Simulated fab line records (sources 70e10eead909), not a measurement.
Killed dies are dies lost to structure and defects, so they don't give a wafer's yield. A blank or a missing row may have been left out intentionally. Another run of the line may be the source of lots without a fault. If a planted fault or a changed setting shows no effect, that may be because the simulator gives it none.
Chamber matching    flow nand_harc    4 sister chambers for NHARC_A_STAIRCASE_ETCH_253 on rie_diel-04
The step etches the open film in C4F8/O2, target depth 50 nm, time 20.2 s. 8 wafers are shown with their chamber, then 8 later ones without.

WAFERS WITH THEIR CHAMBER
wafer   chamber  rf_vpp_V (V)  oes_product_au (a.u.)
L085.1  2        897           0.932
L085.2  1        897           0.956
L085.5  0        898           0.943
L085.6  3        887           0.956
L088.1  1        896           0.955
L088.2  0        897           0.956
L088.3  2        898           0.975
L088.4  3        888           0.970

WAFERS WITH NO CHAMBER GIVEN
wafer   rf_vpp_V (V)  oes_product_au (a.u.)
L088.5  898           0.958
L088.6  888           0.970
L090.1  895           0.921
L090.2  888           0.920
L090.3  895           0.926
L090.4  898           0.911
L090.5  895           0.920
L090.6  898           0.905

WHICH CHAMBER EACH ONE RAN IN
wafer   from the rows above           in truth
L088.5  can't be placed: 2 or 0 or 1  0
L088.6  3                             3
L090.1  can't be placed: 1 or 0 or 2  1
L090.2  3                             3
L090.3  can't be placed: 1 or 0 or 2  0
L090.4  can't be placed: 0 or 2 or 1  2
L090.5  can't be placed: 1 or 0 or 2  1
L090.6  can't be placed: 0 or 2 or 1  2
Correct placement for 2 of the 8. Cannot be placed on the basis of these rows: 6; the candidates contain the true chamber in 6. 0 placed wrongly.
How it was worked out, from the rows above alone: a wafer's distance from a chamber is the root of the sum, over the readings, of the square of ((its reading less the chamber's mean) divided by the reading's scatter). The wafer belongs to the nearest chamber; if the next one is less than 2 further off, it can't be placed. The mean given for a chamber averages the wafers shown for that chamber. The scatter: take each reading less its chamber's mean, square it, sum over the shown wafers, divide by the number of wafers less the number of chambers, and take the root.
